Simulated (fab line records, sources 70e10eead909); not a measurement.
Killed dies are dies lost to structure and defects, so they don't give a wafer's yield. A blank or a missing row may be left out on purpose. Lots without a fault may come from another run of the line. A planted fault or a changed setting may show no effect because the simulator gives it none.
Which tool did it? | flow nand_harc | 12 lots, 36 wafers sampled, at 6 steps of a route of 1302

WHAT THE GAUGES READ, wafer by wafer
NHARC_P_GATE_INSPECT_68. Usual: raw_defect_count 199, standard deviation 69.
lot  | measured     | on                | raw_defect_count | flag
L246 | day 5 22:08  | defect_inspect-01 | 146 137 183      |
L252 | day 8 04:20  | defect_inspect-01 | 186 273 161      |
L253 | day 8 20:00  | defect_inspect-01 | 125 160 111      |
L254 | day 9 03:16  | defect_inspect-02 | 288 253 298      |
L255 | day 9 20:47  | defect_inspect-02 | 168 271 362      |
L257 | day 10 07:48 | defect_inspect-02 | 231 848 226      | OFF
L258 | day 10 17:31 | defect_inspect-01 | 1009 393 832     | OFF
L261 | day 12 00:15 | defect_inspect-02 | 217 144 134      |
L264 | day 13 04:10 | defect_inspect-02 | 197 282 166      |
L266 | day 13 20:17 | defect_inspect-02 | 248 205 223      |
L268 | day 14 22:31 | defect_inspect-01 | 171 219 122      |
L269 | day 15 07:16 | defect_inspect-02 | 206 195 191      |

NHARC_END_SORT_01. Usual: killed_at_array 53, standard deviation 20; killed_at_other 1, standard deviation 1.2; killed_at_periphery 3.7, standard deviation 2.6; killed_dies 58, standard deviation 20; killed_open 3.5, standard deviation 1.8; killed_short 2.4, standard deviation 1.7.
lot  | measured     | on        | killed_at_array | killed_at_other | killed_at_periphery | killed_dies | killed_open | killed_short | flag
L257 | day 29 04:59 | prober-02 | 60 48 60        | 0 0 0           | 6 88 10             | 66 136 70   | 3 5 3       | 5 0 3        | OFF
L258 | day 29 06:35 | prober-01 | 74 62 86        | 0 4 0           | 85 7 91             | 159 73 177  | 1 1 6       | 5 5 3        | OFF

WHICH TOOL RAN EACH LOT (tool, then ch and the chambers of the sampled wafers, then the start)
lot  | NHARC_P_GATE_STRIP_101             | NHARC_P_GATE_STRIP_75                | NHARC_P_GATE_STRIP_95                | NHARC_P_GATE_RTA_80
L246 | rie_diel-02 ch 2,3, day 5 14:48    | plasma_asher-01 ch 0, day 5 16:33    | plasma_asher-02 ch 0,1, day 5 20:19  | rtp_anneal-01 ch 0, day 5 21:30
L252 | rie_diel-01 ch 0,1, day 7 20:43    | plasma_asher-02 ch 0,1, day 7 22:31  | plasma_asher-02 ch 0,1, day 8 02:29  | rtp_anneal-01 ch 0, day 8 03:44
L253 | rie_diel-09 ch 0,2, day 8 12:25    | plasma_asher-02 ch 0,1, day 8 14:12  | plasma_asher-02 ch 0, day 8 18:04    | rtp_anneal-02 ch 0, day 8 19:23
L254 | rie_diel-02 ch 0,2,3, day 8 19:55  | plasma_asher-02 ch 0, day 8 21:34    | plasma_asher-02 ch 1, day 9 01:27    | rtp_anneal-01 ch 0, day 9 02:38
L255 | rie_diel-02 ch 1,2,3, day 9 13:21  | plasma_asher-02 ch 0,1, day 9 15:07  | plasma_asher-02 ch 0,1, day 9 18:51  | rtp_anneal-01 ch 0, day 9 20:09
L257 | rie_diel-01 ch 0,1,2, day 10 00:22 | plasma_asher-01 ch 1, day 10 02:08   | plasma_asher-02 ch 0,1, day 10 05:57 | rtp_anneal-01 ch 0, day 10 07:08
L258 | rie_diel-09 ch 0,1,3, day 10 10:11 | plasma_asher-02 ch 0,1, day 10 11:59 | plasma_asher-02 ch 0,1, day 10 15:41 | rtp_anneal-02 ch 0, day 10 16:55
L261 | rie_diel-09 ch 1,2,3, day 11 16:14 | plasma_asher-01 ch 0,1, day 11 18:13 | plasma_asher-01 ch 0,1, day 11 22:10 | rtp_anneal-02 ch 0, day 11 23:26
L264 | rie_diel-02 ch 1,2, day 12 20:40   | plasma_asher-01 ch 0,1, day 12 22:26 | plasma_asher-01 ch 0,1, day 13 02:22 | rtp_anneal-01 ch 0, day 13 03:34
L266 | rie_diel-09 ch 0,1,2, day 13 12:49 | plasma_asher-01 ch 0,1, day 13 14:35 | plasma_asher-01 ch 0,1, day 13 18:29 | rtp_anneal-01 ch 0, day 13 19:38
L268 | rie_diel-02 ch 0,1,3, day 14 15:04 | plasma_asher-02 ch 0,1, day 14 16:49 | plasma_asher-01 ch 0,1, day 14 20:42 | rtp_anneal-02 ch 0, day 14 21:53
L269 | rie_diel-09 ch 2,3, day 14 23:53   | plasma_asher-02 ch 0,1, day 15 01:41 | plasma_asher-01 ch 0,1, day 15 05:26 | rtp_anneal-02 ch 0, day 15 06:36
- NHARC_P_GATE_STRIP_101: strips in O2, time 20 s.
- NHARC_P_GATE_STRIP_75: strips in O2.
- NHARC_P_GATE_STRIP_95: strips in O2.
- NHARC_P_GATE_RTA_80: time 30 s.

WHAT THE TOOLS THEMSELVES READ (means of the sampled wafers that have a number; where no wafer has one, the mark that the record gives instead)
NHARC_P_GATE_STRIP_101. Usual: drypump_motor_current_A 5.8 A, standard deviation 0.47; oes_product_au 0.999 a.u., standard deviation 0.0098; rf_vpp_V 57.7 V, standard deviation 0.8; showerhead_plenum_p_Torr 3.48 Torr, standard deviation 0.15; throttle_valve_pct 17.036 %, standard deviation 0.01.
lot  | tool        | drypump_motor_current_A (A) | oes_product_au (a.u.) | rf_vpp_V (V) | showerhead_plenum_p_Torr (Torr) | throttle_valve_pct (%) | flag
L246 | rie_diel-02 | 5.4                         | 0.992                 | 57.6         | 3.43                            | 17.032                 |
L252 | rie_diel-01 | 6.3                         | 0.997                 | 57.5         | 3.54                            | 17.040                 |
L253 | rie_diel-09 | 5.7                         | 0.998                 | 57.6         | 3.43                            | 17.037                 |
L254 | rie_diel-02 | 5.4                         | 0.986                 | 57.6         | 3.48                            | 17.042                 |
L255 | rie_diel-02 | 5.7                         | 0.986                 | 57.8         | 3.47                            | 17.031                 |
L257 | rie_diel-01 | 5.8                         | 1.003                 | 57.8         | 3.50                            | 17.033                 |
L258 | rie_diel-09 | 6.0                         | 1.001                 | 58.1         | 3.50                            | 17.022                 |
L261 | rie_diel-09 | 6.2                         | 1.000                 | 58.1         | 3.45                            | 17.035                 |
L264 | rie_diel-02 | 5.7                         | 0.998                 | 57.2         | 3.33                            | 17.053                 |
L266 | rie_diel-09 | 6.0                         | 0.991                 | 58.3         | 3.50                            | 17.039                 |
L268 | rie_diel-02 | 5.7                         | 0.997                 | 57.8         | 3.52                            | 17.028                 |
L269 | rie_diel-09 | 6.2                         | 1.012                 | 57.9         | 3.31                            | 17.034                 |

NHARC_P_GATE_STRIP_75. Usual: drypump_motor_current_A 5.8 A, standard deviation 0.4; heater_power_w 313 W, standard deviation 22.
lot  | tool            | drypump_motor_current_A (A) | heater_power_w (W) | flag
L246 | plasma_asher-01 | 5.2                         | 319                |
L252 | plasma_asher-02 | 5.9                         | 332                |
L253 | plasma_asher-02 | 6.0                         | 330                |
L254 | plasma_asher-02 | 5.8                         | 347                |
L255 | plasma_asher-02 | 6.0                         | 319                |
L257 | plasma_asher-01 | 6.1                         | 277                |
L258 | plasma_asher-02 | 6.0                         | 322                |
L261 | plasma_asher-01 | 5.9                         | 288                |
L264 | plasma_asher-01 | 5.5                         | 302                |
L266 | plasma_asher-01 | 5.5                         | 297                |
L268 | plasma_asher-02 | 5.9                         | 333                |
L269 | plasma_asher-02 | 5.9                         | 338                |

NHARC_P_GATE_STRIP_95. Usual: drypump_motor_current_A 5.8 A, standard deviation 0.41; heater_power_w 310 W, standard deviation 22.
lot  | tool            | drypump_motor_current_A (A) | heater_power_w (W) | flag
L246 | plasma_asher-02 | 6.1                         | 319                |
L252 | plasma_asher-02 | 5.9                         | 331                |
L253 | plasma_asher-02 | 5.9                         | 337                |
L254 | plasma_asher-02 | 6.2                         | 308                |
L255 | plasma_asher-02 | 6.1                         | 317                |
L257 | plasma_asher-02 | 6.0                         | 323                |
L258 | plasma_asher-02 | 5.9                         | 328                |
L261 | plasma_asher-01 | 5.5                         | 302                |
L264 | plasma_asher-01 | 5.5                         | 298                |
L266 | plasma_asher-01 | 5.9                         | 291                |
L268 | plasma_asher-01 | 5.5                         | 301                |
L269 | plasma_asher-01 | 5.9                         | 287                |

NHARC_P_GATE_RTA_80. Usual: lamp_power_pct 2.17 %, standard deviation 0.045; lamp_zone_5_pct 2.17 %, standard deviation 0.044; wafer_temp_C_max 301.1, standard deviation 0.42.
lot  | tool          | lamp_power_pct (%) | lamp_zone_5_pct (%) | wafer_temp_C_max | flag
L246 | rtp_anneal-01 | 2.13               | 2.13                | 300.8            |
L252 | rtp_anneal-01 | 2.13               | 2.13                | 300.6            |
L253 | rtp_anneal-02 | 2.22               | 2.22                | 301.7            |
L254 | rtp_anneal-01 | 2.14               | 2.14                | 300.7            |
L255 | rtp_anneal-01 | 2.13               | 2.13                | 300.7            |
L257 | rtp_anneal-01 | 2.13               | 2.13                | 300.8            |
L258 | rtp_anneal-02 | 2.22               | 2.22                | 301.4            |
L261 | rtp_anneal-02 | 2.22               | 2.22                | 301.5            |
L264 | rtp_anneal-01 | 2.13               | 2.13                | 301.2            |
L266 | rtp_anneal-01 | 2.13               | 2.13                | 300.6            |
L268 | rtp_anneal-02 | 2.23               | 2.22                | 301.3            |
L269 | rtp_anneal-02 | 2.22               | 2.22                | 301.0            |

THE ANSWER, worked out from the rows above alone
Rule: a lot is off if the mean of its wafers that have a number lies more than 3 standard deviations from the usual mean. A lot without any number at a reading at which 4 lots or more have one is off too. The other lots that the step has rows for count as sound. The gauges are gone through in route order, then the tools' own readings, and for those a lot's mean is taken as printed above. The first step at which some lot is off is used, and at that step the reading that is off furthest; a lot without a number counts as furthest.
Off: L257, L258, at NHARC_P_GATE_INSPECT_68 (raw_defect_count).
A tool fits if, at a process step before that reading, it ran every lot that is off, and no sound lot after the first of them. The gauges at NHARC_P_GATE_INSPECT_68 aren't tried: what is off there is off at NHARC_END_SORT_01 too, on other tools, and a gauge's error can't cause that. One fits: plasma_asher-02 at NHARC_P_GATE_STRIP_95. Its last sound lot is L255 (day 9 18:51), its first lot that is off L257 (day 10 05:57): a fault that began between those two fits.

WHAT THE SIMULATOR HAD PUT IN
Chamber particle source: plasma_asher-02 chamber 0, from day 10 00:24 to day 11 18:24, at NHARC_P_GATE_STRIP_95. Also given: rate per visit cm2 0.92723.
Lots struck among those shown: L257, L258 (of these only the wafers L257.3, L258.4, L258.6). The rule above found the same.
